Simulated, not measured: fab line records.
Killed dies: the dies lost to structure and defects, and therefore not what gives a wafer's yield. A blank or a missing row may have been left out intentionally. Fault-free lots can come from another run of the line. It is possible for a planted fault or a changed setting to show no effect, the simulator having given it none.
Matching of chambers | flow n5 finfet | 4 sister chambers for N5_BEOL_M6_TRENCH_ETCH_37 on rie diel-03
The step etches SiCOH lowk in C4F6/O2, target depth 94.435 nm, time 31.5 s. 4 wafers are shown with their chamber, then 7 later ones without.

## WAFERS, EACH WITH ITS CHAMBER
wafer  | chamber | showerhead plenum p Torr (Torr)
L442.6 | 2       | 2.70
L447.1 | 0       | 2.79
L446.3 | 3       | 2.81
L446.4 | 1       | 2.92

## WAFERS WHOSE CHAMBER IS MISSING
wafer  | showerhead plenum p Torr (Torr)
L446.6 | 2.81
L452.1 | 2.92
L452.4 | 2.78
L452.5 | 2.69
L454.2 | 2.91
L454.3 | 2.78
L454.4 | 2.69

## WHICH CHAMBER EACH ONE RAN IN
wafer  | from the rows above | in truth
L446.6 | 3                   | 3
L452.1 | 1                   | 1
L452.4 | 0                   | 0
L452.5 | 2                   | 2
L454.2 | 1                   | 1
L454.3 | 0                   | 0
L454.4 | 2                   | 2
Correct placement for 7 of the 7. Number that these rows cannot place: 0. Number placed wrongly: 0.
How it was worked out, from the rows above alone: a wafer's distance from a chamber is the root of the sum, over the readings, of the square of ((its reading less the chamber's mean) divided by the reading's scatter). If the next closest chamber is less than 2 further off than the closest, the wafer can't be placed; otherwise it belongs to the closest. The mean given for a chamber averages the wafers shown for that chamber. The scatter (one wafer shown for each chamber): square how far every hidden wafer sits from the nearest shown wafer, average those squares and take the square root.
